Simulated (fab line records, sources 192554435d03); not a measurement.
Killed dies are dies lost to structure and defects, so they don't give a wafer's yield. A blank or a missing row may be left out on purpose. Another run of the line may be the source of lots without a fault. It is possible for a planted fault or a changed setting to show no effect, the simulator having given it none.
Problem report in the 8D (eight disciplines) form, filled by code :: flow n5_finfet :: the parts of the form that need people (team, actions taken, sign-off) are left out

== 1. WHAT WENT WRONG ==
Wafers without a fault read 15000 W, standard deviation 2.8; cathode_dc_power_W at N5_BEOL_M15_SPUTTER_43 reads a mean of 14389 W on 12 wafers belonging to 4 lots. That is -99 or more standard deviations from the usual mean.
The step: material TaN, target thk 15 nm, time 24.19 s.
First observed at day 14 06:57: wafer L350.3, on pvd_sputter-01. The record holds 36 wafers of 12 lots with a number at this step. The rule behind "out" and "out of limits": a value lying over 4 standard deviations away from the usual mean. Any other wafer with a number is counted as sound.

== 2. WHAT IT IS AND WHAT IT IS NOT ==
question: which readings at this step
is: cathode_dc_power_W
is not: throttle_valve_pct

question: which lots
is: L350, L351, L353, L354
is not: L344, L345, L346, L355, L356, L357, L359, L360

question: which wafers of those lots
is: all that have a number
is not: -

question: read on which tools
is: pvd_sputter-01
is not: pvd_sputter-02, pvd_sputter-03

question: when
is: from day 14 06:57
is not: up to then (9 sound wafers); but 15 sound wafers of L355, L356, L357, L359, L360 came after

== 3. THE SUSPECTS, EACH WITH WHAT RULES IT OUT ==
Counting: any tool at a process step up to the reading is kept as a suspect provided that every lot that is out went through it and no sound lot did after the first of them.
- pvd_sputter-01 at N5_BEOL_M15_PRE_CLEAN_42 (time 30 s): ruled out as a lasting fault. Sound lots L360 ran on it after its first lot that is out, L350 (day 14 06:55).
- pvd_sputter-01 at N5_BEOL_M15_SPUTTER_43 (material TaN, target thk 15 nm, time 24.19 s): ruled out as a lasting fault. Sound lots L360 ran on it after its first lot that is out, L350 (day 14 06:57).
Left after counting: nothing in the record.

== 4. THE CAUSE (what the simulator had put in) ==
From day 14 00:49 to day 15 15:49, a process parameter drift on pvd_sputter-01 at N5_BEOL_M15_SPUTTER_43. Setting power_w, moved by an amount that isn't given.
Counting ruled it out, wrongly.

== 5. THE CHAIN OF EFFECTS, in route order ==
Rows list readings where the struck wafers' mean (over those with a number) sits beyond 3 standard deviations from the usual. Readings are gone through only where the record gives a usual standard deviation; hours: the median, over the lots, of the time from a lot's start at the first step in this table giving one to that lot's start at this step; sigmas: the change measured in usual standard deviations.
hours: 0
step: N5_BEOL_M15_SPUTTER_43
reading: cathode_dc_power_W
usual: 15000 W
on struck wafers: 14389
change: -611
sigmas: -99 or more
Its process steps:
- N5_BEOL_M15_SPUTTER_43: material TaN, target thk 15 nm, time 24.19 s.
Later measuring or inspecting steps at which every struck wafer that the step has a row for has a number for every such reading, and none has moved that far: N5_BEOL_M15_RS_MEAS_54, N5_BEOL_M15_INSPECT_55.

== 6. HOW IT WOULD HAVE BEEN CAUGHT EARLIER ==
6 hours passed between the start of the fault at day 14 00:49 and the first reading out of limits in this record, taken at day 14 06:57.
